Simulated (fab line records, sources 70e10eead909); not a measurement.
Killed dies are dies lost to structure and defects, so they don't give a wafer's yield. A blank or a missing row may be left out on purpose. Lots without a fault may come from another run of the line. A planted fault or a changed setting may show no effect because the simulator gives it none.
Which tool did it? | flow nand_harc | 24 lots, 72 wafers sampled, at 4 steps of a route of 1302

WHAT THE GAUGES READ, wafer by wafer
NHARC_A_BLC_CD_MEAS_10: target cd 100 nm. Usual: cd_nm 100.0 nm, standard deviation 0.54.
lot  | measured     | on        | cd_nm (nm)        | flag
L074 | day 22 16:14 | cd_sem-02 | 99.9 99.7 98.9    |
L075 | day 22 21:17 | cd_sem-03 | 99.6 100.5 99.7   |
L076 | day 23 00:00 | cd_sem-02 | 100.5 99.5 100.0  |
L079 | day 24 03:08 | cd_sem-03 | 100.3 100.5 100.3 |
L077 | day 24 02:05 | cd_sem-01 | 100.2 100.2 100.3 |
L078 | day 24 06:56 | cd_sem-02 | 99.5 100.1 99.4   |
L080 | day 24 08:14 | cd_sem-03 | 100.3 100.8 100.2 |
L081 | day 25 08:19 | cd_sem-03 | 100.1 100.1 100.6 |
L082 | day 25 09:50 | cd_sem-03 | 99.8 99.2 99.9    |
L083 | day 26 01:42 | cd_sem-03 | 99.8 99.2 98.6    |
L084 | day 26 20:26 | cd_sem-02 | 100.4 100.3 100.3 |
L085 | day 26 21:10 | cd_sem-01 | 99.7 99.5 100.1   |
L086 | day 27 17:38 | cd_sem-03 | 100.1 100.0 99.8  |
L087 | day 27 23:44 | cd_sem-03 | 100.0 100.2 100.1 |
L089 | day 28 09:38 | cd_sem-03 | 99.0 98.7 98.3    |
L088 | day 28 13:04 | cd_sem-02 | 100.0 100.4 99.2  |
L090 | day 29 09:17 | cd_sem-03 | 100.4 101.0 99.9  |
L091 | day 30 01:00 | cd_sem-03 | 100.0 100.2 99.9  |
L093 | day 30 02:42 | cd_sem-03 | 100.2 100.6 100.1 |
L092 | day 30 04:44 | cd_sem-03 | 100.0 100.2 100.6 |
L094 | day 30 22:28 | cd_sem-01 | 100.0 100.4 100.1 |
L095 | day 31 12:52 | cd_sem-02 | 99.7 99.7 100.2   |
L097 | day 32 02:55 | cd_sem-03 | 100.2 100.8 100.6 |
L096 | day 33 03:17 | cd_sem-02 | 99.6 99.3 99.6    |

NHARC_A_BLC_OVL_MEAS_11. Usual: overlay_x_nm 0.1 nm, standard deviation 0.99; overlay_y_nm 0.2 nm, standard deviation 0.81.
lot  | measured     | on         | overlay_x_nm (nm) | overlay_y_nm (nm) | flag
L074 | day 22 16:19 | overlay-02 | 0.5 0.4 1.0       | -1.0 -1.0 -1.2    |
L075 | day 22 21:22 | overlay-01 | -1.2 -0.5 -0.5    | -0.3 0.3 -0.6     |
L076 | day 23 00:05 | overlay-01 | 0.2 -0.2 -0.1     | -0.6 -0.3 -0.3    |
L079 | day 24 03:13 | overlay-02 | 0.4 -0.9 0.2      | -0.1 -0.3 0.2     |
L077 | day 24 02:11 | overlay-01 | 0.2 0.7 0.3       | 1.6 1.3 0.6       |
L078 | day 24 07:01 | overlay-02 | 0.1 0.5 0.0       | 0.6 0.8 1.0       |
L080 | day 24 08:20 | overlay-02 | -0.7 -0.4 -0.1    | 0.8 1.3 1.4       |
L081 | day 25 08:25 | overlay-02 | -1.0 -0.4 -0.6    | 1.7 1.1 1.5       |
L082 | day 25 09:56 | overlay-02 | -0.5 -0.3 0.0     | -0.1 -0.4 -0.5    |
L083 | day 26 01:47 | overlay-02 | 0.6 0.5 0.8       | 0.9 0.1 0.4       |
L084 | day 26 20:32 | overlay-02 | 2.4 2.2 1.9       | 0.0 0.4 0.3       |
L085 | day 26 21:15 | overlay-01 | -1.7 -1.8 -1.8    | 0.8 1.2 1.0       |
L086 | day 27 17:44 | overlay-01 | -0.3 0.2 0.1      | -1.8 -1.9 -1.4    |
L087 | day 27 23:50 | overlay-01 | 0.5 0.4 1.1       | 0.4 -0.1 0.1      |
L089 | day 28 09:43 | overlay-02 | -1.2 -0.7 -0.8    | -0.5 -0.6 -0.7    |
L088 | day 28 13:10 | overlay-02 | -1.4 -0.7 -0.7    | 0.0 -0.5 -0.2     |
L090 | day 29 09:23 | overlay-01 | 1.2 1.5 1.5       | 0.4 0.3 0.4       |
L091 | day 30 01:05 | overlay-02 | 1.4 1.0 1.3       | 1.4 1.3 1.3       |
L093 | day 30 02:47 | overlay-01 | -0.7 -0.4 -0.2    | 0.8 0.9 1.2       |
L092 | day 30 04:49 | overlay-02 | -1.6 -0.9 -1.0    | 1.0 1.1 0.7       |
L094 | day 30 22:33 | overlay-01 | 0.2 0.0 0.1       | 0.3 0.4 -0.1      |
L095 | day 31 12:56 | overlay-01 | 1.0 1.3 1.2       | -0.4 0.3 -0.5     |
L097 | day 32 03:00 | overlay-01 | 1.5 1.7 2.3       | -0.2 -1.3 -0.1    |
L096 | day 33 03:23 | overlay-01 | 1.2 1.0 1.0       | -0.2 -0.3 0.2     |

WHICH TOOL RAN EACH LOT (tool, then ch and the chambers of the sampled wafers, then the start)
lot  | NHARC_A_CONTACT_ETCH_133             | NHARC_A_CONTACT_ETCH_30
L074 | har_cap_etch-03 ch 0,1, day 22 05:40 | rie_diel-08 ch 1,2, day 22 16:14 or earlier
L075 | har_cap_etch-02 ch 0,1, day 22 10:44 | rie_diel-08 ch 0,1,3, day 22 21:17 or earlier
L076 | har_cap_etch-03 ch 0,1, day 22 11:49 | rie_diel-01 ch 1,2,3, day 23 00:00 or earlier
L079 | har_cap_etch-02 ch 0,1, day 23 12:08 | rie_diel-01 ch 1,2,3, day 24 03:08 or earlier
L077 | har_cap_etch-01 ch 0,1, day 23 12:57 | rie_diel-09 ch 0,1,2, day 24 02:05 or earlier
L078 | har_cap_etch-03 ch 0,1, day 23 19:07 | rie_diel-01 ch 0,1,2, day 24 06:56 or earlier
L080 | har_cap_etch-02 ch 1, day 23 19:45   | rie_diel-01 ch 0,1, day 24 08:14 or earlier
L081 | har_cap_etch-01 ch 0,1, day 24 21:10 | rie_diel-09 ch 0,1,2, day 25 08:19 or earlier
L082 | har_cap_etch-03 ch 0,1, day 24 23:21 | rie_diel-08 ch 0,2,3, day 25 09:50 or earlier
L083 | har_cap_etch-01 ch 0,1, day 25 14:03 | rie_diel-08 ch 0,1,2, day 26 01:42 or earlier
L084 | har_cap_etch-03 ch 0,1, day 26 05:23 | rie_diel-08 ch 0,1,3, day 26 20:26 or earlier
L085 | har_cap_etch-02 ch 0,1, day 26 05:30 | rie_diel-08 ch 0,2,3, day 26 21:10 or earlier
L086 | har_cap_etch-03 ch 0,1, day 27 03:21 | rie_diel-08 ch 0,2,3, day 27 17:38 or earlier
L087 | har_cap_etch-01 ch 0,1, day 27 13:12 | rie_diel-09 ch 0,1,2, day 27 23:44 or earlier
L089 | har_cap_etch-03 ch 0,1, day 27 21:41 | rie_diel-01 ch 1,3, day 28 09:38 or earlier
L088 | har_cap_etch-02 ch 0,1, day 28 02:11 | rie_diel-01 ch 0,2,3, day 28 13:04 or earlier
L090 | har_cap_etch-01 ch 0,1, day 28 21:58 | rie_diel-08 ch 0,1, day 29 09:17 or earlier
L091 | har_cap_etch-02 ch 0,1, day 29 13:07 | rie_diel-01 ch 1,2,3, day 30 01:00 or earlier
L093 | har_cap_etch-01 ch 0,1, day 29 15:36 | rie_diel-08 ch 2,3, day 30 02:42 or earlier
L092 | har_cap_etch-03 ch 1, day 29 17:29   | rie_diel-08 ch 1,3, day 30 04:44 or earlier
L094 | har_cap_etch-02 ch 1, day 30 07:54   | rie_diel-08 ch 0,2,3, day 30 22:28 or earlier
L095 | har_cap_etch-02 ch 0,1, day 31 00:14 | rie_diel-01 ch 0,2,3, day 31 12:52 or earlier
L097 | har_cap_etch-03 ch 0,1, day 31 15:35 | rie_diel-08 ch 0,1,2, day 32 02:55 or earlier
L096 | har_cap_etch-01 ch 0,1, day 32 16:11 | rie_diel-09 ch 0,2,3, day 33 03:17 or earlier
- NHARC_A_CONTACT_ETCH_133: etches the open film in C4F8/O2/Ar, time 374 s, target depth 1610 nm.
- NHARC_A_CONTACT_ETCH_30: etches the open film in CF4/CHF3, target depth 72.6 nm, time 36.3 s.

WHAT THE TOOLS THEMSELVES READ (means of the sampled wafers that have a number; where no wafer has one, the mark that the record gives instead)
NHARC_A_CONTACT_ETCH_30. Usual: drypump_motor_current_A 5.8 A, standard deviation 0.35; oes_product_au 0.935 a.u., standard deviation 0.02; rf_fwd_power_W 493.0 W, standard deviation 2; rf_vpp_V 370.8 V, standard deviation 2.4; showerhead_plenum_p_Torr 1.58 Torr, standard deviation 0.068; throttle_valve_pct 16.802 %, standard deviation 0.0089.
lot  | tool        | drypump_motor_current_A (A) | oes_product_au (a.u.) | rf_fwd_power_W (W) | rf_vpp_V (V) | showerhead_plenum_p_Torr (Torr) | throttle_valve_pct (%) | flag
L074 | rie_diel-08 | 5.8                         | 0.933                 | 492.3              | 371.3        | 1.60                            | 16.809                 |
L075 | rie_diel-08 | 6.0                         | 0.926                 | 492.6              | 371.3        | 1.59                            | 16.810                 |
L076 | rie_diel-01 | 5.7                         | 0.928                 | 494.5              | 369.9        | 1.58                            | 16.806                 |
L079 | rie_diel-01 | 5.7                         | 0.926                 | 493.1              | 369.7        | 1.57                            | 16.807                 |
L077 | rie_diel-09 | 5.6                         | 0.972                 | 493.5              | 370.7        | 1.58                            | 16.800                 |
L078 | rie_diel-01 | 5.5                         | 0.927                 | 492.7              | 371.1        | 1.59                            | 16.794                 |
L080 | rie_diel-01 | 5.4                         | 0.927                 | 493.6              | 371.2        | 1.55                            | 16.804                 |
L081 | rie_diel-09 | 5.6                         | 0.971                 | 495.8              | 370.7        | 1.57                            | 16.787                 |
L082 | rie_diel-08 | 5.8                         | 0.916                 | 489.8              | 372.9        | 1.63                            | 16.800                 |
L083 | rie_diel-08 | 5.9                         | 0.921                 | 491.9              | 370.7        | 1.59                            | 16.802                 |
L084 | rie_diel-08 | 6.0                         | 0.955                 | 494.4              | 370.9        | 1.59                            | 16.803                 |
L085 | rie_diel-08 | 5.8                         | 0.922                 | 492.3              | 372.6        | 1.63                            | 16.798                 |
L086 | rie_diel-08 | 5.8                         | 0.970                 | 491.2              | 371.9        | 1.63                            | 16.810                 |
L087 | rie_diel-09 | 5.7                         | 0.933                 | 495.0              | 370.0        | 1.57                            | 16.803                 |
L089 | rie_diel-01 | 5.7                         | 0.916                 | 493.4              | 367.6        | 1.50                            | 16.803                 |
L088 | rie_diel-01 | 5.7                         | 0.927                 | 493.7              | 370.0        | 1.55                            | 16.802                 |
L090 | rie_diel-08 | 6.1                         | 0.927                 | 492.5              | 369.3        | 1.54                            | 16.807                 |
L091 | rie_diel-01 | 5.6                         | 0.929                 | 492.3              | 371.0        | 1.56                            | 16.798                 |
L093 | rie_diel-08 | 5.7                         | 0.921                 | 493.1              | 372.7        | 1.63                            | 16.797                 |
L092 | rie_diel-08 | 6.0                         | 0.925                 | 491.9              | 369.8        | 1.55                            | 16.796                 |
L094 | rie_diel-08 | 5.8                         | 0.963                 | 492.7              | 373.1        | 1.63                            | 16.802                 |
L095 | rie_diel-01 | 5.6                         | 0.929                 | 494.4              | 370.1        | 1.55                            | 16.802                 |
L097 | rie_diel-08 | 5.9                         | 0.970                 | 491.8              | 371.9        | 1.59                            | 16.806                 |
L096 | rie_diel-09 | 6.2                         | 0.925                 | 493.5              | 372.2        | 1.64                            | 16.818                 |

THE ANSWER, worked out from the rows above alone
Rule: a lot is off if the mean of its wafers that have a number lies more than 3 standard deviations from the usual mean. A lot without any number at a reading at which 4 lots or more have one is off too. The other lots that the step has rows for count as sound. The gauges are gone through in route order, then the tools' own readings, and for those a lot's mean is taken as printed above. The first step at which some lot is off is used, and at that step the reading that is off furthest; a lot without a number counts as furthest.
No lot is off at any reading shown: from this, nothing can be told.

WHAT THE SIMULATOR HAD PUT IN
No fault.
